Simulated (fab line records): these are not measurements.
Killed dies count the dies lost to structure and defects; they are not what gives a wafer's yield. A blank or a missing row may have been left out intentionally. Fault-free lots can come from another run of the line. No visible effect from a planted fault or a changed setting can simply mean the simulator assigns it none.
A single fault, viewed from 2 desks + flow n5-finfet + numbers are kept per desk, each desk with only its own; the story behind them comes last

METROLOGY DESK
Lot by lot, what the gauges showed, no matter which tool ran the lot: averages of those sampled wafers that carry a number. A lot is out of limits, marked OUT, if its mean lies more than 4 standard deviations from the usual mean; the brackets give that distance. Of its 13 readings 7 are shown: the one that was out of limits first, and those that lie furthest out on some lot.
Columns: A = cd-nm at N5_WELL_APT_CD_MEAS_08, usual 199.0 nm; B = PWELL_OVL at N5_WELL_APT_OVL_MEAS_26, usual 1 nm; C = PMOS_HMC_BLK_OVL at N5_PMOS_HMC_CHANNEL_EPI_OVL_MEAS_10, usual -0.4 nm; D = DIBL_P at N5_BEOL_M4_RC_MEAS_101, usual 35.9 mV/V; E = ION_N at N5_BEOL_M4_RC_MEAS_101, usual 670 uA/um; F = VT_N at N5_BEOL_M4_RC_MEAS_101, usual 251 mV; G = VT_P at N5_BEOL_M4_RC_MEAS_101, usual -252 mV
| lot  | first seen here | A                | B  | C    | D    | E   | F   | G    |
|------|-----------------|------------------|----|------|------|-----|-----|------|
| L521 | day 1 13:49     | 194.9            | 2  | 0.0  | 36.2 | 673 | 250 | -247 |
| L527 | day 3 01:43     | 201.7            | -2 | -0.4 | 36.6 | 674 | 249 | -253 |
| L528 | day 3 08:06     | 203.0            | 6  | -0.2 | 36.1 | 673 | 253 | -255 |
| L530 | day 3 19:52     | 200.7            | 3  | -0.1 | 39.1 | 681 | 249 | -253 |
| L531 | day 4 01:41     | 195.9            | 4  | -0.6 | 37.2 | 685 | 250 | -250 |
| L532 | day 4 07:43     | 203.1            | -8 | 0.6  | 35.3 | 671 | 250 | -251 |
| L539 | day 6 01:34     | 182.0 (-7.1) OUT | 9  | -0.5 | 35.5 | 644 | 259 | -253 |
| L540 | day 6 08:22     | 182.5 (-6.9) OUT | 1  | -0.9 | 37.1 | 682 | 248 | -248 |
| L544 | day 7 07:34     | 200.7            | -2 | -0.7 | 34.0 | 660 | 255 | -259 |
Finding of this desk: L539, L540 out of limits; the first was L539 at day 6 01:34, on cd-nm at N5_WELL_APT_CD_MEAS_08. L521, L527, L528, L530, L531, L532, L544: within limits.

AT THE TOOL OWNER'S DESK: litho-track-01
The tool's own readings at N5_WELL_APT_PEB_06 (peb time 90 s): means of the sampled wafers that have a number, for each lot that ran on this tool. A lot is out of limits, marked OUT, if its mean lies more than 4 standard deviations from the usual mean; the brackets give that distance.
Columns: A = heater-power-total-W at N5_WELL_APT_PEB_06, usual 172.4 W; B = plate-temp-C at N5_WELL_APT_PEB_06, usual 129.99 C; C = resist-line-temp-C at N5_WELL_APT_PEB_06, usual 22.98 C
| lot  | first seen here | A                | B                | C     |
|------|-----------------|------------------|------------------|-------|
| L521 | day 1 13:41     | 172.2            | 129.98           | 23.05 |
| L531 | day 4 01:34     | 172.3            | 129.94           | 22.97 |
| L539 | day 6 01:26     | 167.7 (-5.7) OUT | 127.35 (-16) OUT | 22.98 |
| L540 | day 6 08:15     | 168.1 (-5.2) OUT | 127.18 (-18) OUT | 22.93 |
Finding of this desk: L539, L540 out of limits; the first was L539 at day 6 01:26, on heater-power-total-W at N5_WELL_APT_PEB_06. L521, L531: within limits.

TAKEN TOGETHER
On L539, L540, at day 6 01:26, an alarm was possible from the tool owner's desk.
Metrology desk: alarm possible at day 6 01:34 on L539, L540.
Every lot named ran N5_WELL_APT_PEB_06 on litho-track-01.

WHAT THE SIMULATOR HAD PUT IN
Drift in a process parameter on litho-track-01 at N5_WELL_APT_PEB_06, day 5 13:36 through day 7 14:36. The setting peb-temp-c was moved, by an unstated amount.
Struck lots among those shown: L539, L540.
Time in hours from fault onset to the first out-of-limits reading at each desk: tool owner's desk 12, metrology desk 12.
